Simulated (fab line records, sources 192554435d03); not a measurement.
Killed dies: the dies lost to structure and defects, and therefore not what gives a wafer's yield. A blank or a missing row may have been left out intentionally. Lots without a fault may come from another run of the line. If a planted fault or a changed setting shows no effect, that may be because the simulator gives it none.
Code-filled problem report in 8D (eight disciplines) form    flow n5Finfet    the parts of the form that need people (team, actions taken, sign-off) are left out

== 1. PROBLEM STATEMENT ==
spinSpeedRpm at N5_BEOL_M3_COAT_05 reads a mean of 1288.5 rpm on 6 wafers of 2 lots; wafers without a fault read 1500.0 rpm with a standard deviation of 1. So: -99 or more standard deviations from the usual mean.
The step: resist thk 30 nm.
Earliest sighting: wafer L254.1 on lithoTrack-04 at day 10 21:51. The record has a number at this step for 12 wafers belonging to 4 lots. By rule, "out" or "out of limits" means more than 4 standard deviations away from the usual mean. The rest of the wafers with a number are treated as sound.

== 2. WHAT THIS IS AND IS NOT ==
question                     is                      is not
which readings at this step  spinSpeedRpm            dispensePressureKPa
which lots                   L254, L256              L248, L264
which wafers of those lots   all that have a number  -
read on which tools          lithoTrack-04           lithoTrack-01
when                         from day 10 21:51       up to then (3 sound wafers); but 3 sound wafers of L264 came after

== 3. THE SUSPECTS, EACH WITH WHAT RULES IT OUT ==
Counting: a tool at any process step up to the reading remains a suspect when it ran all the lots that are out and ran no sound lot after the first of those.
- lithoTrack-04 at N5_BEOL_M3_COAT_05 (resist thk 30 nm): kept. All lots that are out passed through it, beginning with L254 at day 10 21:51, and no sound lot followed; its final sound lot before that point was L248 at day 9 13:40. Out on those wafers are its own readings of spinSpeedRpm.
Left after counting: lithoTrack-04 at N5_BEOL_M3_COAT_05.

== 4. THE CAUSE (what the simulator had put in) ==
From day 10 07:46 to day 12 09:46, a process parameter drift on lithoTrack-04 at N5_BEOL_M3_COAT_05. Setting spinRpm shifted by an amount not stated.
The count eliminated every tool but this one.

== 5. SEQUENCE OF EFFECTS, ordered by route ==
Each row: a reading whose mean over the struck wafers that have a number lies more than 3 standard deviations from the usual. Scope: only readings with a usual standard deviation given in the record; hours: median across lots of the time from each lot's start at the first step in this table that gives one to its start at this step; sigmas: change in usual standard deviations.
hours  step                reading       usual       on struck wafers  change  sigmas
0      N5_BEOL_M3_COAT_05  spinSpeedRpm  1500.0 rpm  1288.5            -211.5  -99 or more
Here are the process steps it includes:
- N5_BEOL_M3_COAT_05: resist thk 30 nm.
Later measuring or inspecting steps at which every struck wafer that the step has a row for has a number for every such reading, and none has moved that far: N5_BEOL_M4_RC_MEAS_101.

== 6. WHAT WOULD HAVE CAUGHT IT SOONER ==
First out-of-limits reading in this record: day 10 21:51, which is 14 hours after fault onset at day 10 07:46.
